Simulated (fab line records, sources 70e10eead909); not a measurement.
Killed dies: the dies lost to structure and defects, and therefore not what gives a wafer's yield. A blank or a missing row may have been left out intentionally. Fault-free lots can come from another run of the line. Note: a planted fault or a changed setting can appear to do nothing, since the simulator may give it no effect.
8D (eight disciplines) problem report, filled in by code + flow nand_harc + the parts of the form that need people (team, actions taken, sign-off) are left out

== 1. WHAT IS WRONG ==
At NHARC_A_M0_CMP_23, time_to_endpoint_s averages 49.0 s over 2 wafers from 2 lots, while fault-free wafers read 27.9 s, standard deviation 1.9. Relative to the usual mean, that is a shift of +11 standard deviations.
The step: polishes, t overpolish 20 s, target thk 113.75 nm.
First seen on wafer L628.2, day 22 03:16, on cmp-02. The record holds 36 wafers of 12 lots with a number at this step. The rule behind "out" and "out of limits": a value lying over 4 standard deviations away from the usual mean. The rest of the wafers with a number are treated as sound.

== 2. WHAT IT IS, WHAT IT ISN'T ==
| question                    | is                 | is not                                                              |
|-----------------------------|--------------------|---------------------------------------------------------------------|
| which readings at this step | time_to_endpoint_s | motor_current_A                                                     |
| which lots                  | L628, L632         | L613, L614, L615, L616, L618, L619, L620, L621, L622, L624          |
| which wafers of those lots  | L628.2, L632.6     | L628.1, L628.3, L632.3, L632.5                                      |
| read on which tools         | cmp-02, cmp-04     | cmp-03                                                              |
| when                        | from day 22 03:16  | up to then (32 sound wafers); but 2 sound wafers of L632 came after |

== 3. SUSPECTS, AND WHAT RULES EACH OUT ==
Counting: a tool at a process step up to the reading stays a suspect if it ran every lot that is out. Sound lots after the first of them don't rule it out here, since some wafers of a struck lot are sound.
- ecd_cu-01 at NHARC_A_M0_ECD_22 (material Cu, target thk 400 nm): kept. It ran every lot that is out, first L628 (day 22 02:26); its last sound lot up to then is L620 (day 19 06:23).
The count leaves ecd_cu-01 at NHARC_A_M0_ECD_22.

== 4. THE CAUSE (what the simulator had put in) ==
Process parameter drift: ecd_cu-01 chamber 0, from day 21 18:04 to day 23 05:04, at NHARC_A_M0_ECD_22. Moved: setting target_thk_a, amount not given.
Counting left only this tool.

== 5. THE EFFECT CHAIN, in route order ==
Each row: a reading where the mean over the struck wafers with a number is more than 3 standard deviations away from the usual. Only readings whose record carries a usual standard deviation are examined. hours: median over the lots of the time between each lot's start at the first step of this table that gives one and its start at this step. sigmas: the change, counted in usual standard deviations.
| hours | step              | reading              | usual  | on struck wafers | change | sigmas |
|-------|-------------------|----------------------|--------|------------------|--------|--------|
| 0     | NHARC_A_M0_CMP_23 | time_to_endpoint_s   | 27.9 s | 49.0             | +21.1  | +11    |
| 46    | NHARC_END_SORT_01 | defect_limited_yield | 95.0 % | 89.2             | -5.8   | -3.4   |
| 46    | NHARC_END_SORT_01 | killed_at_array      | 29     | 70               | +41    | +3.4   |
| 46    | NHARC_END_SORT_01 | killed_dies          | 34     | 73               | +39    | +3.2   |
| 46    | NHARC_END_SORT_01 | sort_bin_2_pct       | 1.6 %  | 4.0              | +2.4   | +3.4   |
| 46    | NHARC_END_SORT_01 | sort_n_pass          | 643    | 604              | -39    | -3.2   |
| 46    | NHARC_END_SORT_01 | sort_yield_pct       | 95.0 % | 89.2             | -5.8   | -3.4   |
Here are the process steps it includes:
- NHARC_A_M0_CMP_23: polishes, t overpolish 20 s, target thk 113.75 nm.

== 6. HOW IT WOULD HAVE BEEN CAUGHT EARLIER ==
In this record the first reading out of limits was taken at day 22 03:16, 9 hours after the fault began at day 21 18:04.
Of the lots that are out (2), L632 began NHARC_A_M0_ECD_22 on ecd_cu-01 after day 22 03:16. A hold on the tool at that time would have spared it.
